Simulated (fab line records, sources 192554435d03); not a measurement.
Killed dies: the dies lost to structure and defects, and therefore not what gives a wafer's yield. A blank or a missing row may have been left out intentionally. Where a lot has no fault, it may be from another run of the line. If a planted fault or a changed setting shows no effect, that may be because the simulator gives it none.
8D (eight disciplines) problem report, filled in by code || flow n5-finfet || the parts of the form that need people (team, actions taken, sign-off) are left out

== 1. WHAT WENT WRONG ==
Mean of killed-on-rim at N5_PASSIVATION_PROBE_49: 54 across 2 wafers in 2 lots; on wafers with no fault it is 14 (standard deviation 4.3). Measured from the usual mean, that is +9.3 standard deviations.
First observed at day 16 02:17: wafer L889.1, on prober-01. Wafers with a number at this step in the record: 6, from 2 lots. Rule for "out", or "out of limits": more than 4 standard deviations from the usual mean. All remaining wafers that have a number are taken as sound.

== 2. WHAT IT IS, AND WHAT IT ISN'T ==
{"question": "which readings at this step", "is": "killed-on-rim, killed-at-front-end", "is not": "killed_at_M0_to_M3, killed_at_M4_up, killed-at-contacts, killed-open, sort_bin_5_function, sort_bin_6_memory, sort_bin_8_speed"}
{"question": "which lots", "is": "L887, L889", "is not": "-"}
{"question": "which wafers of those lots", "is": "L887.1, L889.1", "is not": "L887.3, L887.4, L889.3, L889.4"}
{"question": "read on which tools", "is": "prober-01, prober-02", "is not": "-"}
{"question": "when", "is": "from day 16 02:17", "is not": "up to then (0 sound wafers); but 4 sound wafers of L887, L889 came after"}

== 3. THE SUSPECTS, EACH WITH WHAT RULES IT OUT ==
Counting: if a tool at a process step up to the reading ran every lot that is out, it stays a suspect. Sound lots after the first of them don't rule it out here, since some wafers of a struck lot are sound.
- vapor-etch-01 at N5_FIN_SAQP_RECESS_75 (chemistry HF/NH3, target SiO2, target depth 14.4 nm, afs cycles 3, sublimation time 60 s): kept. It ran every lot that is out, first L887 (day 4 23:05).
Remaining after the count: vapor-etch-01 at N5_FIN_SAQP_RECESS_75.

== 4. THE CAUSE (what the simulator had put in) ==
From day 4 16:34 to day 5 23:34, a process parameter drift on vapor-etch-01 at N5_FIN_SAQP_RECESS_75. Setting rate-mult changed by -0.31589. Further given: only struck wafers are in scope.
This tool alone remained once counting was done.

== 5. SEQUENCE OF EFFECTS, ordered by route ==
Rows list readings where the struck wafers' mean (over those with a number) sits beyond 3 standard deviations from the usual. Only readings whose record carries a usual standard deviation are examined. hours: median over the lots of the time between each lot's start at the first step of this table that gives one and its start at this step. sigmas: the change, counted in usual standard deviations.
{"hours": 0, "step": "N5_PASSIVATION_PROBE_49", "reading": "defect-limited-yield", "usual": "91.3 %", "on struck wafers": 84.2, "change": -7.0, "sigmas": -4.1}
{"hours": 0, "step": "N5_PASSIVATION_PROBE_49", "reading": "killed-at-front-end", "usual": 39, "on struck wafers": 131, "change": "+92", "sigmas": "+7.1"}
{"hours": 0, "step": "N5_PASSIVATION_PROBE_49", "reading": "killed-dies", "usual": 103, "on struck wafers": 186, "change": "+82", "sigmas": "+4.1"}
{"hours": 0, "step": "N5_PASSIVATION_PROBE_49", "reading": "killed-on-rim", "usual": 14, "on struck wafers": 54, "change": "+40", "sigmas": "+9.3"}
{"hours": 0, "step": "N5_PASSIVATION_PROBE_49", "reading": "sort-n-pass", "usual": 1077, "on struck wafers": 994, "change": -82, "sigmas": -4.1}
{"hours": 0, "step": "N5_PASSIVATION_PROBE_49", "reading": "sort-yield-pct", "usual": "91.3 %", "on struck wafers": 84.2, "change": -7.0, "sigmas": -4.1}
Process steps it contains:
- N5_PASSIVATION_PROBE_49

== 6. WHAT WOULD HAVE CAUGHT IT SOONER ==
In this record no reading fell out of limits until day 16 02:17, 274 hours after the fault had begun at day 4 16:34.
Of the tool readings at N5_FIN_SAQP_RECESS_75 for which the record gives a usual standard deviation, none was out on any struck wafer, so an alarm limit of 4 standard deviations on them would not have fired.
By day 16 02:17, every lot that is out (2) had started N5_FIN_SAQP_RECESS_75 on vapor-etch-01. Holding the tool at that point would not have protected any of them.
